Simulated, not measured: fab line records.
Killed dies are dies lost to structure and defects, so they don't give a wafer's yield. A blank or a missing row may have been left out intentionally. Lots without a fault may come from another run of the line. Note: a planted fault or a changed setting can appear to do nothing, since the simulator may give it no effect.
The tool behind it: which one?    flow n5 finfet    12 lots with 36 wafers sampled at 3 steps, on a route of 1938 steps

## WHAT THE GAUGES SHOWED, per wafer
N5_BEOL_M3_CD_MEAS_35: target cd 18 nm, target cd y 21 nm.
lot   measured      on         cd nm (nm)
L075  day 7 08:24   cd sem-03  18.8 18.5 18.6
L077  day 7 18:15   cd sem-01  18.8 18.2 17.7
L079  day 8 03:25   cd sem-03  18.0 18.4 17.9
L081  day 9 00:23   cd sem-03  17.7 18.2 18.5
L083  day 10 02:05  cd sem-01  17.9 18.4 17.9
L085  day 10 08:43  cd sem-02  18.1 17.6 17.7
L088  day 10 15:43  cd sem-03  18.6 17.9 17.5
L089  day 10 22:28  cd sem-02  18.7 18.3 18.5
L091  day 11 23:36  cd sem-01  17.3 18.2 17.3
L094  day 12 04:46  cd sem-02  17.4 17.9 17.6
L095  day 12 20:43  cd sem-02  17.5 17.9 17.8
L097  day 13 00:58  cd sem-01  18.6 17.8 18.3

## WHAT TOOL EACH LOT RAN ON (gives the tool, then ch and the chambers of the sampled wafers, and finally the start)
lot   N5_BEOL_M3_ALD_98                  N5_BEOL_M3_STRIP_97
L075  ald sin-04 ch 0,2,3, day 7 03:11   rie diel-02 ch 0,3, day 7 08:24 or earlier
L077  ald sin-03 ch 0,1,2, day 7 13:22   rie diel-05 ch 2,3, day 7 18:15 or earlier
L079  ald sin-04 ch 1,3, day 8 02:40     rie diel-06 ch 0,1,2, day 8 03:25 or earlier
L081  ald sin-04 ch 0,1,2, day 8 19:22   rie diel-06 ch 0,1,2, day 9 00:23 or earlier
L083  ald sin-04 ch 0,1,2, day 10 00:02  rie diel-05 ch 0,1,3, day 10 02:05 or earlier
L085  ald sin-04 ch 0,1,3, day 10 04:43  rie diel-05 ch 2,3, day 10 08:43 or earlier
L088  ald sin-04 ch 1,2, day 10 10:22    rie diel-06 ch 0,1,3, day 10 15:43 or earlier
L089  ald sin-04 ch 1,2, day 10 21:07    rie diel-06 ch 2,3, day 10 22:28 or earlier
L091  ald sin-01 ch 0,1,3, day 11 04:54  rie diel-05 ch 1,2,3, day 11 23:36 or earlier
L094  ald sin-03 ch 2,3, day 12 01:27    rie diel-06 ch 2,3, day 12 04:46 or earlier
L095  ald sin-03 ch 0,1,3, day 12 18:32  rie diel-02 ch 0,1,2, day 12 20:43 or earlier
L097  ald sin-04 ch 0,3, day 12 21:08    rie diel-06 ch 1,2,3, day 13 00:58 or earlier
- N5_BEOL_M3_ALD_98: deposits SiO2, target thk 2.5 nm, pulse time 1 s, co reactant pulse time 1 s.
- N5_BEOL_M3_STRIP_97: strips in N2/H2, time 10 s.

## THE ANSWER, worked out from the rows above alone
Rule: the lots themselves supply what counts as usual. Put in order of their means at a reading, lots are off if they are a third of the lots or fewer, leave a main group of 4 or more, and stand apart from it by a gap of 3 or more times the standard deviation of the main group's means; of several such gaps the widest counts. A main group is skipped when, at the precision printed for the reading in the tables above, its means are all equal. A lot without any number at a reading at which 4 lots or more have one is off too. The other lots that the step has rows for count as sound.
No lot is off on any of the readings shown, so nothing can be concluded from this.

## WHAT WAS PUT IN BY THE SIMULATOR
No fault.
